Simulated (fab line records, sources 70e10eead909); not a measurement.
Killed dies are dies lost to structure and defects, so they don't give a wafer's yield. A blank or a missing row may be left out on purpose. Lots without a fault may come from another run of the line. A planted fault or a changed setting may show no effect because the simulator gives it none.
fab line records | flow nand_harc
record lots=13 wafers=38 last_day=26
route steps=1159 shown A_WL_FILL@815 END@1159
lots that met no fault: from a run of the same line without faults
start_h: hours from the record's first day to the start of the lot's first wafer shown | wait_h: hours since the lot's step before | " the same as in the row above | L1.1+2: a row that stands for several wafers | - no value, or no start given | * or withheld: withheld | < > ~ a bound
route shown NAME@n: a module of which the file shows steps, and the number in the route of the first | usual: mean/standard deviation of fault-free wafers | same: alike in all rows | chamber/n: place in a boat | sites: the reading at each site | _std_site: their standard deviation | _edge_site: outer sites' mean less inner sites' | radius_mm: how far each site lies from the wafer's centre | mask NAME#n: copy n | behind: the tool/chamber that last shaped the wafer | hold: why the lot was held/for how many hours/how that ended | device: the transistor (n, p or np) that didn't switch | end of line: the same wafers' tests at the end of the route | a step without rows: its recipe alone | killed: dies lost to structure and defects at the first sort, not the wafer's yield | map: a wafer's dies, x killed, . not, _ none there
set.NAME: the setting as run; set.NAME@STEP: as run at that earlier step | model.NAME: the simulator's own value behind a step, which no gauge read
steps of the route over a sample of lots; a table a step, a row a wafer
services: from which hour (start_h, from the record's first day; less than 0 if before it) a tool's chamber was out of use, for how many hours, and why
## steps
# step NHARC_A_WL_FILL_ETCHBACK_05
# recipe target_depth_a=220 time_s=60 temp_c=40 chemistry=Cl2/BCl3
# usual drypump_motor_current_A=5.7/0.48 oes_product_au=0.993/0.0073 run_length_s=81.1/0.43
# same time_s=60
# columns lot.wafer tool chamber start_h wait_h drypump_motor_current_A oes_product_au rf_hours_counter_h run_length_s
L988.1 rie_metal-03 1 329.22 0.2 5.9 0.994 1.1 81.3
L988.6 " 0 " " 5.4 0.996 - 81.1
L988.5 " 1 " " 5.9 0.993 - 81.6
L990.1 rie_metal-01 1 375.03 0.2 6.0 0.990 0.6 80.4
L990.3 " 0 " " 5.6 1.001 - 80.9
L990.4 " 1 " " 6.0 0.989 - 80.8
L989.2 rie_metal-03 0 377.83 0.2 5.4 0.998 1.8 81.4
L989.3 " 1 " " 5.9 0.992 - 81.3
L989.6 " 1 " " 5.9 0.995 - 81.3
L993.4 rie_metal-02 1 380.65 0.2 4.9 0.993 - 82.1
L993.5 " 1 " " 4.8 0.986 - 81.5
L993.6 " 0 " " 6.2 1.000 - 81.0
L991.1 rie_metal-02 1 383.44 0.2 4.8 0.995 4.3 81.4
L991.4 " 1 " " 4.8 0.997 - 81.6
L991.6 " 0 " " 6.2 0.987 - 81.3
L999.4 rie_metal-03 0 447.38 0.2 5.4 0.994 - 80.8
L999.6 " 1 " " 5.9 0.997 - 81.6
L999.5 " 0 " " 5.3 1.001 - 80.9
L994.2 rie_metal-02 0 449.16 0.2 6.2 0.992 0.7 81.2
L994.1 " 1 " " 4.8 0.986 0.7 81.5
L994.4 " 0 " " 6.2 0.994 - 81.1
L995.2 rie_metal-03 1 452.06 0.2 5.9 0.991 3.0 81.2
L995.3 " 1 " " 5.9 0.998 - 81.4
L995.4 " 0 " " 5.4 0.998 - 81.0
L103.2 rie_metal-02 1 458.60 0.2 4.8 0.989 2.0 81.3
L103.3 " 1 " " 4.8 0.988 - 81.4
L104.1 rie_metal-01 1 461.41 0.2 6.0 0.993 3.2 80.9
L104.2 " 0 " " 5.6 1.006 3.2 80.4
L104.5 " 1 " " 6.0 0.992 - 80.6
L108.1 rie_metal-01 0 503.43 0.2 5.6 0.998 3.8 80.4
L108.5 " 0 " " 5.6 0.992 - 80.4
L108.6 " 1 " " 6.0 0.995 - 80.6
L107.1 rie_metal-02 0 505.00 0.2 6.2 0.991 3.5 81.3
L107.2 " 1 " " 4.8 0.980 3.5 81.4
L107.5 " 1 " " 4.8 0.983 - 81.3
L111.3 rie_metal-03 1 506.26 0.2 6.0 1.005 - 81.7
L111.4 " 0 " " 5.4 0.989 - 80.9
L111.6 " 1 " " 5.9 0.997 - 81.4
# step NHARC_A_WL_FILL_STRIP_29
# recipe time_s=20 o2_flow_sccm=500 ar_flow_sccm=0 bias_w=0 chemistry=O2
# usual drypump_motor_current_A=5.54/0.27 mfc_ar_sccm=0.013/0.016 oes_product_au=1.000/0.006 rf_vpp_V=58.0/0.86 showerhead_plenum_p_Torr=3.57/0.14 throttle_valve_pct=17.037/0.0089
# same time_s=20
# columns lot.wafer tool chamber start_h wait_h drypump_motor_current_A mfc_ar_sccm oes_product_au rf_hours_counter_h rf_vpp_V showerhead_plenum_p_Torr throttle_valve_pct
L988.1 rie_diel-12 1 339.43 0.1 5.70 0 0.998 6.8 57.1 3.35 17.021
L988.5 " 2 " " 5.40 0 0.999 - 58.0 3.72 17.043
L988.6 " 3 " " 5.10 0.042 1.002 - 57.7 3.46 17.040
L990.1 rie_diel-03 0 385.42 0.1 5.93 0.001 1.002 5.5 57.4 3.42 17.041
L990.3 " 1 " " 5.66 0.015 1.000 5.1 57.5 3.57 17.038
L990.4 " 3 " " 5.53 0.028 1.001 5.2 58.7 3.43 17.046
L989.3 rie_diel-07 1 385.46 0.1 6.07 0.008 1.003 3.5 57.7 3.70 17.038
L989.2 " 2 " " 5.65 0 0.994 3.2 58.1 3.66 17.045
L989.6 " 1 " " 6.06 0.008 1.001 - 58.4 3.70 17.029
L991.1 rie_diel-12 3 390.96 0.1 5.14 0.042 1.002 0.1 57.5 3.45 17.039
L991.4 " 0 " " 5.32 0 1.003 0.0 56.2 3.57 17.026
L991.6 " 2 " " 5.41 0 0.995 - 57.6 3.72 17.033
L993.4 rie_diel-07 1 391.04 0.1 6.07 0.008 1.000 - 57.3 3.70 17.047
L993.5 " 2 " " 5.64 0 1.012 - 58.9 3.66 17.037
L993.6 " 3 " " 5.41 0 1.011 - 58.2 3.79 17.068
L994.1 rie_diel-03 2 460.85 0.1 5.42 0.039 1.000 2.6 56.6 3.52 17.021
L994.4 " 3 " " 5.57 0.028 1.013 2.6 58.5 3.42 17.039
L994.2 " 0 " " 5.93 0.001 1.003 2.5 57.5 3.42 17.040
L999.4 rie_diel-03 0 461.25 0.1 5.94 0.001 1.010 2.5 55.8 3.42 17.032
L999.5 " 1 " " 5.69 0.015 0.995 - 58.6 3.56 17.053
L999.6 " 2 " " 5.41 0.039 0.994 - 57.9 3.52 17.042
L995.2 rie_diel-12 1 463.93 0.1 5.72 0 0.999 4.0 57.4 3.35 17.047
L995.4 " 2 " " 5.40 0 0.995 4.0 58.4 3.71 17.039
L995.3 " 3 " " 5.10 0.042 0.997 4.4 57.3 3.45 17.043
L103.2 rie_diel-03 2 467.70 0.1 5.42 0.039 1.000 2.8 57.9 3.52 17.028
L103.3 " 3 " " 5.54 0.028 1.002 2.7 57.8 3.42 17.030
L104.1 rie_diel-12 3 471.11 0.1 5.10 0.042 0.994 4.7 57.5 3.45 17.036
L104.2 " 0 " " 5.34 0 1.014 4.3 59.2 3.57 17.031
L104.5 " 3 " " 5.11 0.042 1.003 - 57.8 3.45 17.037
L108.1 rie_diel-07 2 513.86 0.1 5.65 0 0.987 2.3 57.5 3.65 17.043
L108.5 " 0 " " 5.23 0 0.989 - 58.3 3.75 17.038
L108.6 " 1 " " 6.06 0.008 0.997 - 59.0 3.70 17.045
L107.2 rie_diel-03 0 515.13 0.1 5.94 0.001 1.005 4.2 58.2 3.42 17.040
L107.1 " 2 " " 5.41 0.039 0.998 4.4 57.5 3.52 17.035
L107.5 " 1 " " 5.68 0.015 1.009 - 56.3 3.56 17.045
L111.4 rie_diel-07 0 517.84 0.1 5.23 0 1.004 2.2 58.6 3.75 17.038
L111.3 " 1 " " 6.04 0.008 0.995 2.1 57.9 3.70 17.032
L111.6 " 3 " " 5.43 0 1.004 - 59.8 3.79 17.041
# step NHARC_A_WL_FILL_ETCHBACK_17
# recipe target_depth_a=40 time_s=26.7 chemistry=Cl2/BCl3
# usual drypump_motor_current_A=5.7/0.46 oes_product_au=0.994/0.0083 run_length_s=47.8/0.44
# columns lot.wafer tool chamber start_h wait_h drypump_motor_current_A oes_product_au rf_hours_counter_h run_length_s
L988.1 rie_metal-02 0 339.53 - 6.2 0.998 3.5 48.1
L988.6 " 1 " " 4.9 0.998 - 48.3
L988.5 " 0 " " 6.2 0.996 - 48.3
L990.1 rie_metal-01 1 385.50 - 6.0 1.002 0.9 47.2
L990.4 " 1 " " 6.0 0.991 - 47.4
L990.3 " 0 " " 5.6 1.009 - 47.3
L989.2 rie_metal-03 1 385.56 - 5.9 1.007 2.1 48.2
L989.3 " 0 " " 5.4 0.989 - 47.5
L989.6 " 0 " " 5.4 0.995 - 47.6
L991.1 rie_metal-01 0 391.07 - 5.6 0.986 0.9 47.2
L991.4 " 1 " " 6.0 0.997 - 47.6
L991.6 " 0 " " 5.6 1.001 - 47.2
L993.4 rie_metal-03 1 391.18 - 5.9 0.992 - 48.7
L993.5 " 0 " " 5.3 1.007 - 47.9
L993.6 " 1 " " 5.9 0.996 - 48.3
L994.1 rie_metal-02 0 460.93 - 6.2 0.993 2.3 47.8
L994.2 " 1 " " 4.8 0.981 2.3 48.5
L994.4 " 0 " " 6.2 0.993 - 48.3
L999.4 rie_metal-02 1 461.37 - 4.9 0.978 - 48.8
L999.6 " 1 " " 4.8 0.973 - 48.4
L999.5 " 0 " " 6.3 0.990 - 48.4
L995.2 rie_metal-01 0 464.04 - 5.6 0.990 3.3 39.2
L995.4 " 1 " " 6.0 0.996 - 47.5
L995.3 " 0 " " 5.6 1.000 - 47.2
L103.2 rie_metal-01 0 467.78 - 5.6 0.996 3.3 39.2
L103.3 " 0 " " 5.6 0.992 - 47.3
L104.1 rie_metal-01 1 471.20 - 6.0 0.995 3.4 39.1
L104.2 " 0 " " 5.6 0.996 3.4 39.1
L104.5 " 1 " " 6.0 0.985 - 47.3
L108.1 rie_metal-02 1 513.98 - 4.9 0.990 4.0 48.6
L108.5 " 1 " " 4.8 0.981 - 48.2
L108.6 " 0 " " 6.3 0.980 - 48.1
L107.2 rie_metal-02 0 515.23 - 6.2 0.990 4.2 47.9
L107.1 " 1 " " 4.8 0.975 4.2 48.2
L107.5 " 0 " " 6.3 0.989 - 47.8
L111.4 rie_metal-03 0 517.96 - 5.4 0.999 - 47.5
L111.3 " 1 " " 5.9 0.999 - 48.4
L111.6 " 0 " " 5.4 0.991 - 47.7
# step NHARC_A_WL_FILL_CVD_20
# recipe target_thk_a=750 temp_c=300 pressure_torr=40 wf6_flow_sccm=40 h2_flow_sccm=1600 ar_flow_sccm=1560 time_s=5064 material=W
# usual heater_power_w=444/34 mfc_ar_sccm=1560/4.2 throttle_valve_pct=8.01/0.21
# same time_s=5064
# columns lot.wafer tool chamber start_h wait_h heater_power_w mfc_ar_sccm throttle_valve_pct
L988.1 cvd_w-01 1 - - 452 1558 7.21
L988.5 " 0 " " 396 1559 8.22
L988.6 " 1 " " 444 1559 7.84
L989.2 cvd_w-01 0 - - 402 1556 8.07
L989.3 " 1 " " 453 1563 7.70
L989.6 " 1 " " 463 1553 7.92
L990.1 cvd_w-01 0 - - 379 1561 8.08
L990.4 " 1 " " 449 1555 7.65
L990.3 " 0 " " 389 1563 8.07
L991.1 cvd_w-01 1 - - 452 1561 7.64
L991.4 " 1 " " 444 1562 7.78
L991.6 " 0 " " 391 1559 8.02
L993.4 cvd_w-01 0 - - 396 1560 8.20
L993.6 " 1 " " 460 1554 7.89
L993.5 " 0 " " 397 1558 8.14
L994.2 cvd_w-02 0 - - 471 1567 8.15
L994.1 " 1 " " 463 1560 8.09
L994.4 " 1 " " 453 1567 7.82
L999.4 cvd_w-01 1 - - 447 1554 7.89
L999.5 " 0 " " 400 1564 8.35
L999.6 " 1 " " 454 1562 7.90
L995.2 cvd_w-02 0 - - 484 1564 8.20
L995.4 " 0 " " 468 1562 8.02
L995.3 " 1 " " 456 1568 8.01
L103.2 cvd_w-01 0 - - 387 1565 8.18
L103.3 " 1 " " 466 1560 7.75
L104.1 cvd_w-01 0 - - 392 1558 8.07
L104.2 " 1 " " 471 1558 7.96
L104.5 " 0 " " 393 1562 7.89
L108.1 cvd_w-01 1 - - 463 1559 7.91
L108.5 " 1 " " 468 1558 8.20
L108.6 " 0 " " 386 1559 8.11
L107.2 cvd_w-02 0 - - 473 1566 8.27
L107.1 " 1 " " 456 1560 7.97
L107.5 " 0 " " 490 1567 8.37
L111.4 cvd_w-02 0 - - 487 1563 8.37
L111.3 " 1 " " 456 1565 7.97
L111.6 " 1 " " 457 1566 7.89
# step NHARC_END_SORT_01
# recipe temp_c=25
# usual killed_at_array=28/11 killed_at_other=0.9/1.2 killed_at_periphery=2.6/2.1 killed_dies=31/11 killed_open=3.1/1.7 killed_short=1.9/1.3
# same gross_dies=677
# columns lot.wafer tool chamber start_h wait_h killed_at_array killed_at_other killed_at_periphery killed_dies killed_open killed_short
L995.2 prober-02 0 587.14 2.8 18 4 4 26 6 1
L995.3 prober-02 0 587.94 3.1 12 1 2 15 2 1
L995.4 prober-02 0 588.75 3.4 16 3 1 20 5 4
# killed by level:class
L995.2 A_CHANNEL_HOLE_D1:chamber_film_flake=9 A_SGD_CUT:chamber_film_flake=4 THIN_TSV:chamber_film_flake=4 P_M1:geometric_particle:open=2 A_M0:geometric_particle:open=2 P_M0:geometric_particle:open=1 A_SOURCE_PLATE:geometric_particle:short=1 A_CHANNEL_FILL_D1:geometric_particle:open=1
L995.3 A_CHANNEL_HOLE_D1:chamber_film_flake=4 A_STAIRCASE:chamber_film_flake=3 A_CONTACT:chamber_film_flake=2 P_M0:geometric_particle:open=1 P_M1:geometric_particle:open=1 A_CHANNEL_FILL_D1:geometric_particle:short=1 A_SGD_CUT:chamber_film_flake=1 A_M0:chamber_film_flake=1
L995.4 A_CHANNEL_HOLE_D1:chamber_film_flake=7 THIN_TSV:chamber_film_flake=3 A_M1:geometric_particle:open=2 P_CONTACT:geometric_particle:short=1 A_CHANNEL_FILL_D1:geometric_particle:open=1 A_WL_FILL:geometric_particle:short=1 A_WL_FILL:geometric_particle:open=1 A_CONTACT:geometric_particle:open=1
## services
# columns tool chamber start_h hours kind
rie_diel-03 0 309.66 5.1 repair
cvd_w-02 - 315.10 100.5 repair
rie_diel-07 2 318.21 5.0 repair
rie_metal-01 - 332.00 9.0 pm
rie_diel-03 2 332.35 6.6 repair
rie_diel-07 3 344.65 2.1 repair
rie_diel-07 0 373.86 21.5 repair
rie_diel-12 0 375.69 14.5 repair
rie_diel-12 - 379.40 9.0 pm
rie_metal-02 - 388.18 9.0 pm
rie_diel-03 - 392.30 9.0 pm
rie_diel-12 2 396.70 8.3 repair
rie_diel-07 - 405.20 9.0 pm
rie_diel-03 0 414.08 4.3 repair
cvd_w-02 - 415.65 13.0 pm
rie_metal-03 - 417.39 2.5 repair
rie_diel-07 1 423.95 3.3 repair
rie_metal-03 - 449.30 0.1 repair
rie_metal-03 - 453.00 9.0 pm
rie_metal-02 - 468.73 0.3 repair
cvd_w-01 - 474.37 13.0 pm
rie_diel-07 3 491.53 4.2 repair
rie_metal-01 - 509.00 9.0 pm
rie_diel-03 3 511.68 5.4 repair
## key
first_sign step=NHARC_A_WL_FILL_ETCHBACK_17 reading=run_length_s direction=down sigmas=20 usual=* struck=*
effect none on later readings
met_at NHARC_A_WL_FILL_ETCHBACK_17
struck_lots L995,L103,L104
struck_wafers L995.2,L103.2,L104.1,L104.2
tester_left_out L995,L103,L104
not_acting_at NHARC_A_WL_FILL_ETCHBACK_05,NHARC_A_WL_FILL_STRIP_29,NHARC_A_WL_FILL_CVD_20
onset_between 391.07 464.04
fault kind=process_parameter_drift tool=rie_metal-01 chamber=- onset_h=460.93 steps=NHARC_A_WL_FILL_ETCHBACK_17 channel=time_s offset=* shape=step end_h=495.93 scope=struck_wafers_only acts_in=* stated=*
# tester_left_out: of these lots the tester's yield and bins aren't shown, on N5 and GAA mostly nor the transistor test; their killed dies are dies lost to structure and defects alone, not to doping, threshold or leakage, so they don't give the yield
